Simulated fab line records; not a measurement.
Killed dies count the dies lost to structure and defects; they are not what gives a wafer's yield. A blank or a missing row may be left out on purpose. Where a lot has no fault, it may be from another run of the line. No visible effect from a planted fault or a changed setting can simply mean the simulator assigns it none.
What tool caused it? || flow n5_finfet || 10 lots with 30 wafers sampled at 2 steps, on a route of 1938 steps

## WHAT THE GAUGES READ, wafer by wafer
N5_BEOL_M4_RC_MEAS_101.
{"lot": "L622", "measured": "day 8 19:02", "on": "prober-02", "DIBL_N (mV/V)": "36.0 35.5 38.2"}
{"lot": "L625", "measured": "day 9 04:28", "on": "prober-01", "DIBL_N (mV/V)": "33.5 33.3 34.0"}
{"lot": "L626", "measured": "day 9 06:34", "on": "prober-01", "DIBL_N (mV/V)": "31.5 35.8 33.8"}
{"lot": "L627", "measured": "day 9 19:20", "on": "prober-02", "DIBL_N (mV/V)": "33.6 31.6 31.3"}
{"lot": "L629", "measured": "day 10 21:08", "on": "prober-01", "DIBL_N (mV/V)": "35.0 34.8 35.4"}
{"lot": "L637", "measured": "day 13 04:05", "on": "prober-01", "DIBL_N (mV/V)": "34.3 37.8 39.0"}
{"lot": "L639", "measured": "day 12 22:56", "on": "prober-01", "DIBL_N (mV/V)": "35.7 35.8 34.8"}
{"lot": "L641", "measured": "day 14 05:44", "on": "prober-01", "DIBL_N (mV/V)": "33.6 36.4 33.3"}
{"lot": "L642", "measured": "day 14 18:48", "on": "prober-01", "DIBL_N (mV/V)": "34.3 37.4 36.3"}
{"lot": "L644", "measured": "day 15 03:55", "on": "prober-01", "DIBL_N (mV/V)": "37.5 35.5 36.4"}

## WHAT TOOL EACH LOT RAN ON (gives the tool, then ch and the chambers of the sampled wafers, and finally the start)
{"lot": "L622", "N5_BEOL_M3_HM_DEP_02": "pvd_sputter-02, day 7 14:28"}
{"lot": "L625", "N5_BEOL_M3_HM_DEP_02": "pvd_sputter-03, day 8 04:29"}
{"lot": "L626", "N5_BEOL_M3_HM_DEP_02": "pvd_sputter-03, day 8 08:16"}
{"lot": "L627", "N5_BEOL_M3_HM_DEP_02": "pvd_sputter-01, day 8 21:26"}
{"lot": "L629", "N5_BEOL_M3_HM_DEP_02": "pvd_sputter-01, day 9 02:42"}
{"lot": "L637", "N5_BEOL_M3_HM_DEP_02": "pvd_sputter-01, day 11 10:49"}
{"lot": "L639", "N5_BEOL_M3_HM_DEP_02": "pvd_sputter-02, day 11 12:25"}
{"lot": "L641", "N5_BEOL_M3_HM_DEP_02": "pvd_sputter-02, day 12 15:56"}
{"lot": "L642", "N5_BEOL_M3_HM_DEP_02": "pvd_sputter-02, day 12 22:03"}
{"lot": "L644", "N5_BEOL_M3_HM_DEP_02": "pvd_sputter-02, day 13 23:19"}
- N5_BEOL_M3_HM_DEP_02: deposits TiN, target thk 20 nm.

## THE ANSWER, worked out from the rows above alone
Rule: the lots themselves supply what counts as usual. The widest of any qualifying gaps counts: lots, ordered by their means at a reading, are off when they make up no more than a third of the lots, leave a main group of 4 or more, and stand apart from it by 3 or more times the standard deviation of that group's means. The tables above print the reading to a certain number of digits; a main group whose means all agree to those digits is not used. Also off: a lot with no number at a reading for which 4 or more lots have one. Where the step has rows for the other lots, those lots are counted as sound.
No lot is off on any of the readings shown, so nothing can be concluded from this.

## WHAT THE SIMULATOR HAD PUT IN
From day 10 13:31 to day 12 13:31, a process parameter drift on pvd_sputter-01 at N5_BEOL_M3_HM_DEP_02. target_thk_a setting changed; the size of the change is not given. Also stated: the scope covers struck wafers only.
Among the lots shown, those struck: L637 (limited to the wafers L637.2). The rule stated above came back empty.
